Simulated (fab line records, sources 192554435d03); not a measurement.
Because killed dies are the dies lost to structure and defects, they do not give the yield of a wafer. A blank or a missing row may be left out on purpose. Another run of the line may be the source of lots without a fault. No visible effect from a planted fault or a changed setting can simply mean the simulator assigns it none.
Which tool was responsible? | flow n5 finfet | 24 wafers from 8 lots sampled at 8 of the route's 1938 steps

WHAT THE GAUGES READ, wafer by wafer
N5_BEOL_M2_OCD_MEAS_38. Usual: 55.3 nm for trench depth nm, sd 1.4.
lot  | measured     | on     | trench depth nm (nm) | flag
L785 | day 9 14:28  | ocd-02 | 57.3 53.8 57.1       |
L787 | day 11 06:52 | ocd-01 | 53.6 53.7 53.9       |
L784 | day 11 18:07 | ocd-02 | 57.8 53.0 56.9       |
L790 | day 12 03:53 | ocd-01 | 57.5 53.5 53.3       |
L786 | day 12 03:57 | ocd-01 | 55.4 56.1 55.8       |
L792 | day 13 05:09 | ocd-01 | 56.5 54.9 55.0       |
L799 | day 13 20:34 | ocd-02 | 56.8 26.4 56.5       | OFF
L800 | day 14 00:10 | ocd-01 | 57.6 56.5 54.7       |

N5_BEOL_M2_THK_MEAS_53: measures by xrf. Usual: M2_THK gives 39.4 nm (standard deviation 1.9).
lot  | measured     | on            | M2_THK (nm)    | flag
L785 | day 9 18:19  | film metro-02 | 40.9 37.8 42.7 |
L787 | day 11 12:15 | film metro-01 | 36.1 36.7 37.2 |
L784 | day 11 22:07 | film metro-02 | 42.4 38.2 43.0 |
L790 | day 12 07:42 | film metro-01 | 41.6 36.7 37.4 |
L786 | day 12 08:08 | film metro-01 | 40.0 43.6 40.7 |
L792 | day 13 10:54 | film metro-02 | 41.5 40.3 39.9 |
L799 | day 14 00:17 | film metro-02 | 41.4 11.2 37.2 | OFF
L800 | day 14 04:07 | film metro-01 | 40.7 40.0 38.4 |

N5_BEOL_M2_RS_MEAS_58: measures by four-point-probe. Usual: M2_RS gives 0.67 ohm/sq (standard deviation 0.042).
lot  | measured     | on            | M2_RS (ohm/sq) | flag
L785 | day 9 18:35  | film metro-02 | 0.65 0.72 0.61 |
L787 | day 11 12:32 | film metro-02 | 0.73 0.73 0.71 |
L784 | day 11 22:23 | film metro-02 | 0.62 0.70 0.60 |
L790 | day 12 07:58 | film metro-01 | 0.62 0.72 0.71 |
L786 | day 12 08:23 | film metro-02 | 0.65 0.58 0.64 |
L792 | day 13 11:11 | film metro-02 | 0.63 0.65 0.66 |
L799 | day 14 00:33 | film metro-02 | 0.62 3.69 0.70 | OFF
L800 | day 14 04:32 | film metro-02 | 0.64 0.66 0.69 |

N5_BEOL_M4_RC_MEAS_101. Usual: DIBL_N 35.8 mV/V, standard deviation 1.6; DIBL_P 35.6 mV/V, standard deviation 2; IOFF_N 0.15 nA/um, standard deviation 0.031; IOFF_P 0.20 nA/um, standard deviation 0.033; ION_N 668 uA/um, standard deviation 12; ION_P 459 uA/um, standard deviation 6.8; SS_N 71.4 mV/dec, standard deviation 0.53; SS_P 73.1 mV/dec, standard deviation 0.63; VT_N 250 mV, standard deviation 3.5; VT_P -251 mV, standard deviation 3.
lot  | measured     | on        | DIBL_N (mV/V)  | DIBL_P (mV/V)  | IOFF_N (nA/um) | IOFF_P (nA/um) | ION_N (uA/um) | ION_P (uA/um) | SS_N (mV/dec)  | SS_P (mV/dec)  | VT_N (mV)   | VT_P (mV)      | flag
L785 | day 13 18:17 | prober-01 | 34.5 35.5 36.9 | 34.8 36.2 37.5 | 0.12 0.15 0.17 | 0.19 0.21 0.24 | 645 676 672   | 443 459 464   | 70.6 71.5 71.9 | 73.0 72.9 73.6 | 255 250 248 | -254 -250 -250 |
L787 | day 14 20:15 | prober-02 | 35.0 37.2 33.3 | 34.9 37.6 33.1 | 0.13 0.18 0.12 | 0.16 0.21 0.15 | 664 681 653   | 447 462 454   | 71.4 71.7 71.0 | 72.5 73.3 72.2 | 252 248 254 | -256 -254 -256 |
L784 | day 15 11:46 | prober-02 | 35.8 36.6 35.5 | 36.3 36.9 36.1 | 0.16 0.18 0.15 | 0.22 0.24 0.22 | 674 661 671   | 464 451 464   | 71.8 71.5 71.5 | 72.8 73.5 73.1 | 251 250 251 | -249 -248 -249 |
L790 | day 16 00:29 | prober-02 | 36.1 38.3 38.4 | 32.6 34.5 35.5 | 0.14 0.16 0.17 | 0.18 0.21 0.22 | 660 658 670   | 455 450 461   | 72.3 72.0 72.3 | 73.0 73.9 73.8 | 251 249 246 | -251 -250 -249 |
L786 | day 16 11:36 | prober-01 | 35.1 35.5 35.7 | 33.8 34.0 34.8 | 0.14 0.16 0.15 | 0.18 0.19 0.19 | 665 670 668   | 460 458 456   | 70.7 71.3 70.7 | 72.5 72.5 72.8 | 251 248 248 | -252 -252 -250 |
L792 | day 17 06:56 | prober-01 | 36.9 35.9 35.8 | 37.6 36.5 36.0 | 0.16 0.14 0.15 | 0.21 0.19 0.19 | 680 666 677   | 470 454 464   | 71.3 71.4 71.4 | 73.9 73.9 73.5 | 251 252 252 | -251 -253 -252 |
L799 | day 18 06:29 | prober-01 | 35.5 35.1      | 34.4 34.5      | 0.15 0.15      | 0.20 0.20      | 656 648       | 453 450       | 71.4 71.2      | 73.3 73.0      | 251 253     | -250 -252      |
L800 | day 17 20:31 | prober-01 | 37.5 35.6 36.9 | 37.2 34.8 36.1 | 0.17 0.14 0.16 | 0.22 0.19 0.21 | 679 659 680   | 461 454 462   | 71.5 71.2 71.5 | 73.1 73.4 73.6 | 246 251 249 | -253 -250 -251 |

TOOL THAT RAN EACH LOT (tool first, then ch and the chambers of the sampled wafers, then the start)
lot  | N5_BEOL_M2_TRENCH_ETCH_37          | N5_BEOL_M2_STRIP_97                           | N5_BEOL_M2_PRE_CLEAN_45      | N5_BEOL_M2_SURFACE_TREAT_85
L785 | rie diel-02 ch 0,3, day 9 14:19    | rie diel-02 ch 0,3, day 9 14:28 or earlier    | pvd sputter-01, day 9 14:59  | pvd sputter-03, day 9 15:20
L787 | rie diel-02 ch 0,1, day 11 06:43   | rie diel-02 ch 0,1, day 11 06:52 or earlier   | pvd sputter-03, day 11 07:17 | pvd sputter-03, day 11 07:38
L784 | rie diel-02 ch 0,2, day 11 17:58   | rie diel-02 ch 0,2, day 11 18:07 or earlier   | pvd sputter-01, day 11 18:44 | pvd sputter-02, day 11 19:04
L790 | rie diel-02 ch 0,1,2, day 12 03:44 | rie diel-02 ch 0,1,2, day 12 03:53 or earlier | pvd sputter-03, day 12 04:31 | pvd sputter-03, day 12 04:54
L786 | rie diel-06 ch 0,1,2, day 12 03:48 | rie diel-06 ch 0,1,2, day 12 03:57 or earlier | pvd sputter-03, day 12 04:36 | pvd sputter-01, day 12 05:02
L792 | rie diel-06 ch 0,2,3, day 13 05:00 | rie diel-06 ch 0,2,3, day 13 05:09 or earlier | pvd sputter-02, day 13 05:51 | pvd sputter-03, day 13 06:18
L799 | rie diel-02 ch 0,2,3, day 13 20:25 | rie diel-02 ch 0,2,3, day 13 20:34 or earlier | pvd sputter-02, day 13 21:07 | pvd sputter-03, day 13 21:28
L800 | rie diel-03 ch 1,2,3, day 14 00:01 | rie diel-03 ch 1,2,3, day 14 00:10 or earlier | pvd sputter-01, day 14 00:44 | pvd sputter-03, day 14 01:12
- N5_BEOL_M2_TRENCH_ETCH_37: etches SiOC in C4F6/O2, target depth 55.555 nm, time 29.2 s.
- N5_BEOL_M2_STRIP_97: strips in N2/H2, time 10 s.
- N5_BEOL_M2_PRE_CLEAN_45: time 30 s.
- N5_BEOL_M2_SURFACE_TREAT_85

AS READ BY THE TOOLS THEMSELVES (means over the sampled wafers that have a number; for cases with no such wafer, the mark the record gives instead)
N5_BEOL_M2_TRENCH_ETCH_37. Usual: drypump motor current A 5.8 A, standard deviation 0.44; oes product au 0.80 a.u., standard deviation 0.078; rf vpp V 675 V, standard deviation 17; showerhead plenum p Torr 2.86 Torr, standard deviation 0.096; throttle valve pct 20.85 %, standard deviation 0.19.
lot  | tool        | drypump motor current A (A) | oes product au (a.u.) | rf vpp V (V) | showerhead plenum p Torr (Torr) | throttle valve pct (%) | flag
L785 | rie diel-02 | 5.7                         | 0.89                  | 696          | 2.91                            | 20.85                  |
L787 | rie diel-02 | 6.3                         | 0.81                  | 689          | 2.95                            | 20.65                  |
L784 | rie diel-02 | 6.0                         | 0.88                  | 681          | 2.90                            | 20.92                  |
L790 | rie diel-02 | 6.1                         | 0.83                  | 684          | 2.92                            | 20.81                  |
L786 | rie diel-06 | 5.4                         | 0.85                  | 667          | 2.83                            | 20.92                  |
L792 | rie diel-06 | 5.4                         | 0.77                  | 662          | 2.78                            | 21.02                  |
L799 | rie diel-02 | 5.8                         | 0.76                  | 688          | 2.89                            | 20.91                  |
L800 | rie diel-03 | 5.8                         | 0.80                  | 657          | 2.89                            | 20.69                  |

N5_BEOL_M2_STRIP_97. Usual: bias power w 7.003 W, standard deviation 0.02; drypump motor current A 5.8 A, standard deviation 0.44; oes product au 0.80 a.u., standard deviation 0.077; rf vpp V 59.1 V, standard deviation 0.88; showerhead plenum p Torr 2.55 Torr, standard deviation 0.096; throttle valve pct 23.60 %, standard deviation 0.18.
lot  | tool        | bias power w (W) | drypump motor current A (A) | oes product au (a.u.) | rf vpp V (V) | showerhead plenum p Torr (Torr) | throttle valve pct (%) | flag
L785 | rie diel-02 | 7.014            | 5.6                         | 0.89                  | 59.7         | 2.58                            | 23.54                  |
L787 | rie diel-02 | 6.994            | 6.3                         | 0.81                  | 59.3         | 2.65                            | 23.42                  |
L784 | rie diel-02 | 6.993            | 6.0                         | 0.88                  | 59.7         | 2.58                            | 23.62                  |
L790 | rie diel-02 | 6.993            | 6.1                         | 0.83                  | 58.7         | 2.61                            | 23.53                  |
L786 | rie diel-06 | 7.003            | 5.4                         | 0.84                  | 59.3         | 2.53                            | 23.82                  |
L792 | rie diel-06 | 6.988            | 5.4                         | 0.76                  | 59.2         | 2.47                            | 23.82                  |
L799 | rie diel-02 | 7.007            | 5.8                         | 0.84                  | 59.5         | 2.57                            | 23.62                  |
L800 | rie diel-03 | 7.008            | 5.8                         | 0.80                  | 58.3         | 2.57                            | 23.45                  |

N5_BEOL_M2_PRE_CLEAN_45. Usual: 333 W for heater power w, sd 29.
lot  | tool           | heater power w (W) | flag
L785 | pvd sputter-01 | 347                |
L787 | pvd sputter-03 | 338                |
L784 | pvd sputter-01 | 314                |
L790 | pvd sputter-03 | 308                |
L786 | pvd sputter-03 | 336                |
L792 | pvd sputter-02 | 364                |
L799 | pvd sputter-02 | 336                |
L800 | pvd sputter-01 | 316                |

THE ANSWER, worked out from the rows above alone
Rule: a lot counts as off when the mean over its wafers that have a number is more than 3 standard deviations away from the usual mean. A lot without any number at a reading at which 4 lots or more have one is off too. Where the step has rows for the other lots, those lots are counted as sound. Order of review: gauges by route order, followed by the tools' own readings, for which a lot's mean as printed above is used. The first step at which some lot is off is used, and at that step the reading that is off furthest; a lot without a number counts as furthest.
Off, at N5_BEOL_M2_OCD_MEAS_38 on trench depth nm: L799.
A tool fits if, at a process step before that reading, it ran every lot that is off, and no sound lot after the first of them. The gauges at N5_BEOL_M2_OCD_MEAS_38 aren't tried: what is off there is off at N5_BEOL_M2_THK_MEAS_53 too, on other tools, and a gauge's error can't cause that. N5_BEOL_M2_STRIP_97: start missing for some lots; hours and lot order therefore follow N5_BEOL_M2_OCD_MEAS_38. One fits: rie diel-02 at N5_BEOL_M2_TRENCH_ETCH_37 and N5_BEOL_M2_STRIP_97. At N5_BEOL_M2_TRENCH_ETCH_37 its last sound lot is L790 (day 12 03:44), its first lot that is off L799 (day 13 20:25): a fault that began between those two fits.

WHAT WAS PUT IN BY THE SIMULATOR
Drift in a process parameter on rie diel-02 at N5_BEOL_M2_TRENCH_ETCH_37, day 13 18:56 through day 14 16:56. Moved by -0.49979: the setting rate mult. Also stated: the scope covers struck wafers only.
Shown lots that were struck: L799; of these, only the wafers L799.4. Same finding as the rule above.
